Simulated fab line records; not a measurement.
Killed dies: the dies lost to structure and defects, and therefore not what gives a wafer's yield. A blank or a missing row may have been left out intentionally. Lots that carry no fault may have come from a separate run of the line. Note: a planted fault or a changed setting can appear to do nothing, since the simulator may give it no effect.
Struck lot and sound lot, side by side / flow n5 finfet / 36 out of 1938 route steps
Sound: these wafers, L853.1, L853.4, L853.6. Struck: wafers L845.2, L845.4 (left out: L845.6, a lot-mate that was not struck); the cause follows at the end.
Per side, at each step with rows, come the tool, then ch with its chambers, and then its first start. Under that, the readings that differ: sound wafers / struck wafers / difference of the means / sigmas: that difference in standard deviations of wafers without a fault.
alike: words and numbers the same on both sides, and readings whose means are apart by under 2 such deviations; not compared: readings that were withheld, readings missing a value for some wafer, numbers with overlapping values and no deviation given by the record, and bounds like >300 which may hide the same value.
A row with sigmas, a row that says differs or no value, or rows on one side alone: a step with any of these is where the two part. When numbers do not overlap yet have no deviation, they are printed without sigmas and do not part them. Lack of a reading on every wafer of one side parts them only where that side has two or more wafers.

first, 9 steps without rows for these wafers: N5_BEOL_M4_ANNEAL_95 (time 240 s); N5_BEOL_M4_SPUTTER_96 (material Cu, target thk 4.5 nm, time 8.29 s); N5_BEOL_M4_ECD_50 (material Cu, target thk 300 nm); N5_BEOL_M4_ANNEAL_51 (time 90 s); N5_BEOL_M4_CMP_52 (polishes, stops on SiOC, t overpolish 6.8 s, target thk 40 nm); N5_BEOL_M4_PRE_CLEAN_60 (time 15 s); N5_BEOL_M4_CO_CAP_55 (material Co, precursor CCTBA/H2, target thk 2 nm, time 102.1 s); N5_BEOL_M4_PRE_CLEAN_56 (time 15 s); N5_BEOL_M4_DEP_57 (deposits SiCN from 3MS/NH3, target thk 8 nm, time 14 s).
N5_BEOL_M4_RC_MEAS_101:
  sound on prober-02 ch 0, day 15 01:38; struck on prober-01 ch 0, day 12 23:31
reading=ION_P (uA/um); sound=458 459 464; struck=478 477; difference=+17; sigmas=+2
  alike: DIBL_N, DIBL_P, IOFF_N, IOFF_P, ION_N, SS_N, SS_P, VT_N, VT_P
then, 24 steps without rows for these wafers: N5_BEOL_M5_ILD_DEP_00 (deposits SiCOH lowk from DEMS/porogen, target thk 140.64 nm, time 25.9 s); N5_BEOL_M5_CURE_79 (cures SiCOH lowk, time 240 s); N5_BEOL_M5_PECVD_70 (deposits SiO2 from TEOS/O2, target thk 16 nm, time 18 s); N5_BEOL_M5_HM_DEP_02 (deposits TiN, target thk 20 nm); N5_BEOL_M5_COAT_59 (time 60 s, resist thk 60 nm); N5_BEOL_M5_COAT_60 (time 60 s, resist thk 12 nm); N5_BEOL_M5_COAT_71 (time 60 s, resist thk 5 nm); N5_BEOL_M5_COAT_05 (resist thk 30 nm); N5_BEOL_M5_EBR_07; N5_BEOL_M5_SOFTBAKE_06 (time 60 s); N5_BEOL_M5_EXPOSE_08 (exposes mask M5, target cd 28 nm); N5_BEOL_M5_PEB_09 (peb time 60 s); N5_BEOL_M5_DEVELOP_10 (develop time 30 s); N5_BEOL_M5_DESCUM_16 (chemistry O2, time 7 s); N5_BEOL_M5_ETCH_72 (etches underlayer in N2/H2, target depth 6.5 nm, time 5.2 s); N5_BEOL_M5_ETCH_61 (etches SiARC in CF4, target depth 15.6 nm, time 26 s); N5_BEOL_M5_ETCH_62 (etches SOC in N2/H2, target depth 75 nm, overetch 15 nm, time 112.5 s); N5_BEOL_M5_STRIP_63 (strips in N2/H2); N5_BEOL_M5_STRIP_73 (strips in N2/H2); N5_BEOL_M5_STRIP_64 (strips in CF4); N5_BEOL_M5_HM_OPEN_17 (chemistry Cl2/BCl3, target TiN, target depth 20 nm, overetch 6 nm); N5_BEOL_M5_STRIP_19 (strips in O2); N5_BEOL_M5_COAT_65 (time 60 s, resist thk 60 nm); N5_BEOL_M5_COAT_66 (time 60 s, resist thk 12 nm).
-- here the record skips 4 days between the struck wafers' starts before and after, leaving off in module BEOL_M5 and picking up in module PASSIVATION (first step shown: number 1910 of the route) --
N5_PASSIVATION_ETCH_59: etches TaN in Cl2/BCl3, target depth 65 nm, time 34.9 s.
  sound on rie metal-01 ch 1, day 19 18:59; struck on rie metal-03 ch 1, day 17 03:35
reading=model.etch.depth nm (nm); sound=64.36 64.19 64.03; struck=43.52 44.01; difference=-20.43; sigmas=
  alike: chamber pressure mTorr, drypump motor current A, oes product au, throttle valve pct
  not compared: rf hours counter h
N5_PASSIVATION_PROBE_49:
  struck on prober-01, day 17 07:55; sound on prober-01, day 19 23:17
reading=defect limited yield (%); sound=89.4 89.9 87.7; struck=0 0; difference=-89; sigmas=-64
reading=killed_at_M4_up; sound=20 30 29; struck=15 10; difference=-14; sigmas=-2
reading=killed at other; sound=5 4 4; struck=1083 1102; difference=+1088; sigmas=+99 or more
reading=killed dies; sound=125 119 145; struck=1180 1180; difference=+1050; sigmas=+62
reading=killed on rim; sound=11 18 18; struck=152 152; difference=+136; sigmas=+33
reading=killed open; sound=87 94 86; struck=67 47; difference=-32; sigmas=-3
reading=sort_bin_5_function (%); sound=6.1 5.9 7.4; struck=96.9 97.6; difference=+90.8; sigmas=+99 or more
reading=sort_bin_6_memory (%); sound=4.3 4.1 4.1; struck=2.9 2.2; difference=-1.6; sigmas=-2
reading=sort n pass; sound=1055 1061 1035; struck=0 0; difference=-1050; sigmas=-62
reading=sort yield pct (%); sound=89.4 89.9 87.7; struck=0 0; difference=-89; sigmas=-64
  alike: killed_at_M0_to_M3, killed at contacts, killed at front end, killed short

## WHERE THEY PART
Last at N5_PASSIVATION_PROBE_49 as far as this record goes, first at N5_BEOL_M4_RC_MEAS_101.

WHY: whatever the simulator had introduced
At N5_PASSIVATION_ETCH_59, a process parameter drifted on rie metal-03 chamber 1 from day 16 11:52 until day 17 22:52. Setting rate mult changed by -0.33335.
